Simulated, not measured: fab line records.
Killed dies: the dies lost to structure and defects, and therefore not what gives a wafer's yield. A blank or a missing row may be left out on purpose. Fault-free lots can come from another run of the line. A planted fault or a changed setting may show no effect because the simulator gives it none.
Which tool did it? | flow n5 finfet | 72 wafers from 24 lots sampled at 5 of the route's 1938 steps

## WHAT THE GAUGES READ, wafer by wafer
N5_BEOL_M1_INSPECT_59: inspects for defects (darkfield).
lot  | measured     | on                | raw defect count
L074 | day 6 12:16  | defect inspect-02 | 53 61 73
L075 | day 6 17:29  | defect inspect-02 | 82 44 88
L076 | day 7 04:07  | defect inspect-02 | 70 70 66
L077 | day 7 07:04  | defect inspect-02 | 49 79 65
L079 | day 7 16:22  | defect inspect-01 | 74 89 41
L078 | day 7 19:58  | defect inspect-02 | 59 76 80
L080 | day 8 01:51  | defect inspect-02 | 46 56 63
L081 | day 8 06:51  | defect inspect-01 | 60 67 63
L082 | day 8 19:48  | defect inspect-02 | 62 87 65
L083 | day 9 03:10  | defect inspect-02 | 87 65 126
L084 | day 9 06:58  | defect inspect-01 | 61 63 71
L085 | day 9 16:32  | defect inspect-02 | 54 42 75
L086 | day 9 19:10  | defect inspect-01 | 72 97 105
L087 | day 10 00:41 | defect inspect-02 | 106 139 70
L088 | day 10 02:29 | defect inspect-02 | 105 117 90
L090 | day 10 11:36 | defect inspect-01 | 51 53 55
L089 | day 10 14:08 | defect inspect-01 | 65 87 74
L091 | day 10 19:58 | defect inspect-01 | 58 41 50
L092 | day 10 22:48 | defect inspect-01 | 64 52 41
L094 | day 11 11:29 | defect inspect-02 | 46 79 42
L093 | day 11 11:31 | defect inspect-01 | 45 55 80
L095 | day 12 06:28 | defect inspect-01 | 38 61 63
L096 | day 12 06:31 | defect inspect-02 | 90 53 79
L097 | day 12 09:50 | defect inspect-02 | 47 59 55

## EACH LOT AND THE TOOL THAT RAN IT (in order: tool; ch and the chambers of the sampled wafers; start)
lot  | N5_BEOL_M1_SPUTTER_88        | N5_BEOL_M1_ANNEAL_93         | N5_BEOL_M1_ANNEAL_95         | N5_BEOL_M1_SPUTTER_96
L074 | pvd sputter-01, day 6 10:15  | pvd sputter-01, day 6 10:46  | pvd sputter-01, day 6 10:59  | pvd sputter-01, day 6 11:08
L075 | pvd sputter-01, day 6 15:04  | pvd sputter-01, day 6 15:35  | pvd sputter-01, day 6 15:49  | pvd sputter-01, day 6 15:57
L076 | pvd sputter-03, day 7 02:10  | pvd sputter-03, day 7 02:41  | pvd sputter-03, day 7 02:55  | pvd sputter-03, day 7 03:03
L077 | pvd sputter-02, day 7 05:06  | pvd sputter-02, day 7 05:37  | pvd sputter-02, day 7 05:50  | pvd sputter-02, day 7 05:59
L079 | pvd sputter-03, day 7 14:10  | pvd sputter-03, day 7 14:41  | pvd sputter-03, day 7 14:54  | pvd sputter-03, day 7 15:02
L078 | pvd sputter-01, day 7 18:00  | pvd sputter-01, day 7 18:31  | pvd sputter-01, day 7 18:44  | pvd sputter-01, day 7 18:53
L080 | pvd sputter-02, day 7 22:21  | pvd sputter-02, day 7 22:52  | pvd sputter-02, day 7 23:05  | pvd sputter-02, day 7 23:14
L081 | pvd sputter-02, day 8 04:49  | pvd sputter-02, day 8 05:20  | pvd sputter-02, day 8 05:33  | pvd sputter-02, day 8 05:41
L082 | pvd sputter-02, day 8 17:49  | pvd sputter-02, day 8 18:20  | pvd sputter-02, day 8 18:34  | pvd sputter-02, day 8 18:42
L083 | pvd sputter-03, day 9 01:12  | pvd sputter-03, day 9 01:43  | pvd sputter-03, day 9 01:56  | pvd sputter-03, day 9 02:05
L084 | pvd sputter-03, day 9 04:55  | pvd sputter-03, day 9 05:26  | pvd sputter-03, day 9 05:40  | pvd sputter-03, day 9 05:48
L085 | pvd sputter-03, day 9 14:35  | pvd sputter-03, day 9 15:06  | pvd sputter-03, day 9 15:19  | pvd sputter-03, day 9 15:28
L086 | pvd sputter-02, day 9 17:11  | pvd sputter-02, day 9 17:43  | pvd sputter-02, day 9 17:56  | pvd sputter-02, day 9 18:04
L087 | pvd sputter-01, day 9 22:42  | pvd sputter-01, day 9 23:13  | pvd sputter-01, day 9 23:26  | pvd sputter-01, day 9 23:35
L088 | pvd sputter-01, day 10 00:32 | pvd sputter-01, day 10 01:04 | pvd sputter-01, day 10 01:17 | pvd sputter-01, day 10 01:25
L090 | pvd sputter-01, day 10 09:35 | pvd sputter-01, day 10 10:07 | pvd sputter-01, day 10 10:20 | pvd sputter-01, day 10 10:28
L089 | pvd sputter-02, day 10 12:09 | pvd sputter-02, day 10 12:40 | pvd sputter-02, day 10 12:53 | pvd sputter-02, day 10 13:02
L091 | pvd sputter-03, day 10 18:01 | pvd sputter-03, day 10 18:32 | pvd sputter-03, day 10 18:45 | pvd sputter-03, day 10 18:53
L092 | pvd sputter-03, day 10 20:40 | pvd sputter-03, day 10 21:11 | pvd sputter-03, day 10 21:25 | pvd sputter-03, day 10 21:33
L094 | pvd sputter-01, day 11 09:25 | pvd sputter-01, day 11 09:56 | pvd sputter-01, day 11 10:09 | pvd sputter-01, day 11 10:17
L093 | pvd sputter-02, day 11 09:29 | pvd sputter-02, day 11 10:01 | pvd sputter-02, day 11 10:14 | pvd sputter-02, day 11 10:22
L095 | pvd sputter-03, day 12 04:22 | pvd sputter-03, day 12 04:53 | pvd sputter-03, day 12 05:06 | pvd sputter-03, day 12 05:14
L096 | pvd sputter-01, day 12 04:25 | pvd sputter-01, day 12 04:56 | pvd sputter-01, day 12 05:09 | pvd sputter-01, day 12 05:17
L097 | pvd sputter-03, day 12 07:30 | pvd sputter-03, day 12 08:01 | pvd sputter-03, day 12 08:14 | pvd sputter-03, day 12 08:23
- N5_BEOL_M1_SPUTTER_88: material Cu, target thk 4.5 nm, time 8.29 s.
- N5_BEOL_M1_ANNEAL_93: time 240 s.
- N5_BEOL_M1_ANNEAL_95: time 240 s.
- N5_BEOL_M1_SPUTTER_96: material Cu, target thk 4.5 nm, time 8.29 s.

## AS READ BY THE TOOLS THEMSELVES (means over the sampled wafers that have a number; for cases with no such wafer, the mark the record gives instead)
N5_BEOL_M1_SPUTTER_88.
lot  | tool           | throttle valve pct (%)
L074 | pvd sputter-01 | 30.6
L075 | pvd sputter-01 | 29.7
L076 | pvd sputter-03 | 30.3
L077 | pvd sputter-02 | 29.4
L079 | pvd sputter-03 | 29.9
L078 | pvd sputter-01 | 30.2
L080 | pvd sputter-02 | 29.3
L081 | pvd sputter-02 | 29.2
L082 | pvd sputter-02 | 28.9
L083 | pvd sputter-03 | 30.0
L084 | pvd sputter-03 | 30.4
L085 | pvd sputter-03 | 30.4
L086 | pvd sputter-02 | 29.1
L087 | pvd sputter-01 | 29.9
L088 | pvd sputter-01 | 29.9
L090 | pvd sputter-01 | 29.4
L089 | pvd sputter-02 | 29.1
L091 | pvd sputter-03 | 30.2
L092 | pvd sputter-03 | 30.2
L094 | pvd sputter-01 | 29.9
L093 | pvd sputter-02 | 28.9
L095 | pvd sputter-03 | 30.0
L096 | pvd sputter-01 | 30.7
L097 | pvd sputter-03 | 30.2

N5_BEOL_M1_ANNEAL_93.
lot  | tool           | heater power w (W)
L074 | pvd sputter-01 | 751
L075 | pvd sputter-01 | 804
L076 | pvd sputter-03 | 782
L077 | pvd sputter-02 | 847
L079 | pvd sputter-03 | 733
L078 | pvd sputter-01 | 761
L080 | pvd sputter-02 | 852
L081 | pvd sputter-02 | 787
L082 | pvd sputter-02 | 858
L083 | pvd sputter-03 | 741
L084 | pvd sputter-03 | 812
L085 | pvd sputter-03 | 760
L086 | pvd sputter-02 | 788
L087 | pvd sputter-01 | 788
L088 | pvd sputter-01 | 720
L090 | pvd sputter-01 | 742
L089 | pvd sputter-02 | 819
L091 | pvd sputter-03 | 790
L092 | pvd sputter-03 | 773
L094 | pvd sputter-01 | 788
L093 | pvd sputter-02 | 863
L095 | pvd sputter-03 | 729
L096 | pvd sputter-01 | 755
L097 | pvd sputter-03 | 783

N5_BEOL_M1_ANNEAL_95.
lot  | tool           | heater power w (W)
L074 | pvd sputter-01 | 767
L075 | pvd sputter-01 | 815
L076 | pvd sputter-03 | 785
L077 | pvd sputter-02 | 845
L079 | pvd sputter-03 | 734
L078 | pvd sputter-01 | 770
L080 | pvd sputter-02 | 858
L081 | pvd sputter-02 | 788
L082 | pvd sputter-02 | 878
L083 | pvd sputter-03 | 732
L084 | pvd sputter-03 | 809
L085 | pvd sputter-03 | 737
L086 | pvd sputter-02 | 775
L087 | pvd sputter-01 | 795
L088 | pvd sputter-01 | 717
L090 | pvd sputter-01 | 743
L089 | pvd sputter-02 | 810
L091 | pvd sputter-03 | 782
L092 | pvd sputter-03 | 784
L094 | pvd sputter-01 | 804
L093 | pvd sputter-02 | 865
L095 | pvd sputter-03 | 729
L096 | pvd sputter-01 | 745
L097 | pvd sputter-03 | 787

N5_BEOL_M1_SPUTTER_96.
lot  | tool           | throttle valve pct (%)
L074 | pvd sputter-01 | 30.8
L075 | pvd sputter-01 | 29.8
L076 | pvd sputter-03 | 30.4
L077 | pvd sputter-02 | 29.5
L079 | pvd sputter-03 | 30.3
L078 | pvd sputter-01 | 30.1
L080 | pvd sputter-02 | 29.2
L081 | pvd sputter-02 | 29.1
L082 | pvd sputter-02 | 28.8
L083 | pvd sputter-03 | 29.9
L084 | pvd sputter-03 | 30.6
L085 | pvd sputter-03 | 30.3
L086 | pvd sputter-02 | 29.1
L087 | pvd sputter-01 | 29.8
L088 | pvd sputter-01 | 29.9
L090 | pvd sputter-01 | 29.5
L089 | pvd sputter-02 | 29.2
L091 | pvd sputter-03 | 30.2
L092 | pvd sputter-03 | 30.5
L094 | pvd sputter-01 | 30.0
L093 | pvd sputter-02 | 28.9
L095 | pvd sputter-03 | 30.1
L096 | pvd sputter-01 | 30.8
L097 | pvd sputter-03 | 30.3

## THE ANSWER, worked out from the rows above alone
Rule: the lots themselves supply what counts as usual. The widest of any qualifying gaps counts: lots, ordered by their means at a reading, are off when they make up no more than a third of the lots, leave a main group of 4 or more, and stand apart from it by 3 or more times the standard deviation of that group's means. A main group whose means are all the same, to the digits that the tables above print for the reading, isn't used. Also off: a lot with no number at a reading for which 4 or more lots have one. The other lots that the step has rows for count as sound. First the gauges in route order, then the tools' own readings, where a lot's mean is used as printed above. At the first step where some lot is off, the reading lying furthest off is the one used; lots without a number count as furthest.
No lot is off at any reading shown: from this, nothing can be told.

## WHAT THE SIMULATOR HAD INSERTED
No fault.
